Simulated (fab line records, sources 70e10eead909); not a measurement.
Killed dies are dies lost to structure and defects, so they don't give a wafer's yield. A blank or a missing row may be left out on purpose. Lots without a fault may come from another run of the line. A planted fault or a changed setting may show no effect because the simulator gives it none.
A struck lot beside a sound one | flow nand_harc | 15 steps out of a route of 1302
Sound: wafers L561.2, L561.3, L561.6. Struck: wafers L568.1, L568.3, L568.4. The cause comes at the end.
At each step with rows: each side's tool, then ch and its chambers, then its first start. Under that, the readings that differ: sound wafers | struck wafers | difference of the means | sigmas: that difference in standard deviations of wafers without a fault.
alike: readings whose means differ by less than 2 such deviations, and words and numbers that are the same on both sides. not compared: withheld readings, readings that some wafer has no value for, bounds like >300 that may hide the same value, and numbers for which the record gives no deviation and whose values overlap.
The two part at a step that has a row with sigmas, a row that says differs or no value, or rows on one side only. Numbers that don't overlap but have no deviation are shown without sigmas and don't part them. A reading that every wafer of one side lacks parts them only if that side has two wafers or more.

first, 4 steps without rows for these wafers: NHARC_THIN_TSV_EBR_29; NHARC_THIN_TSV_EXPOSE_30 (exposes mask PAD); NHARC_THIN_TSV_PEB_31 (peb time 85 s); NHARC_THIN_TSV_DEVELOP_32 (time 70 s).
NHARC_THIN_TSV_CD_MEAS_33: target cd 5000 nm.
  sound on cd_sem-01 ch 0, day 27 04:54; struck on cd_sem-03 ch 0, day 30 20:34
  alike: cd_nm
then, 1 step without rows for these wafers: NHARC_THIN_TSV_HARDBAKE_34 (time 80 s).
NHARC_THIN_TSV_DESCUM_35: chemistry O2, time 3 s.
  sound on rie_diel-11 ch 1,2, day 27 05:04; struck on rie_diel-13 ch 0,1,2, day 30 20:44
  reading               | sound             | struck            | difference | sigmas
  oes_product_au (a.u.) | 0.989 1.011 0.988 | 1.009 1.036 1.035 | +0.031     | +2
  alike: drypump_motor_current_A, rf_vpp_V, showerhead_plenum_p_Torr, throttle_valve_pct
  not compared: rf_hours_counter_h
NHARC_THIN_TSV_ETCH_59: etches the open film in Cl2/BCl3, target depth 880 nm, time 138.1 s.
  sound on rie_metal-03 ch 0,1, day 27 05:11; struck on rie_metal-03 ch 0,1, day 30 20:51
  alike: drypump_motor_current_A, oes_product_au, throttle_valve_pct
  not compared: rf_hours_counter_h
NHARC_THIN_TSV_ETCH_36: etches the open film in Cl2/BCl3, target depth 65 nm, time 18.571 s.
  sound on rie_metal-03 ch 0,1, day 27 05:26; struck on rie_metal-03 ch 0,1, day 30 21:07
  alike: drypump_motor_current_A, oes_product_au
  not compared: rf_hours_counter_h
NHARC_THIN_TSV_STRIP_56: strips in O2.
  sound on plasma_asher-02 ch 0,1, day 27 05:35; struck on plasma_asher-02 ch 0,1, day 30 21:15
  reading             | sound    | struck | difference                    | sigmas
  rf_refl_power_W (W) | 26 26 18 | - - -  | no value on the struck wafers |
  alike: drypump_motor_current_A, heater_power_w
  not compared: rf_hours_counter_h
then, 1 step without rows for these wafers: NHARC_THIN_TSV_STRIP_57 (strips in post etch residue remover, time 1200 s).
NHARC_THIN_TSV_CD_MEAS_37:
  sound on cd_sem-01, day 27 06:20; struck on cd_sem-03, day 30 21:59
  alike: cd_nm
NHARC_THIN_TSV_ANNEAL_58: time 1800 s.
  sound on furnace-02 ch 0, day 27 09:29; struck on furnace-05, day 31 00:18
  no value came back on the struck wafers for run_length_s (s), spike_tc_bottom_C (C), time_s (s), zone_power_lower_pct (%); on the sound wafers run_length_s (s) reads 1822 1822 1822
NHARC_THIN_TSV_INSPECT_40:
  sound on defect_inspect-02, day 27 10:56; struck on defect_inspect-01, day 31 01:44
  alike: raw_defect_count
then, 1 step without rows for these wafers: NHARC_END_SORT_01.

WHERE THEY PART
First at NHARC_THIN_TSV_DESCUM_35; last, within this record, at NHARC_THIN_TSV_ANNEAL_58. Later steps at which nothing parts them and some readings are alike: NHARC_THIN_TSV_INSPECT_40.

WHY: what the simulator had put in
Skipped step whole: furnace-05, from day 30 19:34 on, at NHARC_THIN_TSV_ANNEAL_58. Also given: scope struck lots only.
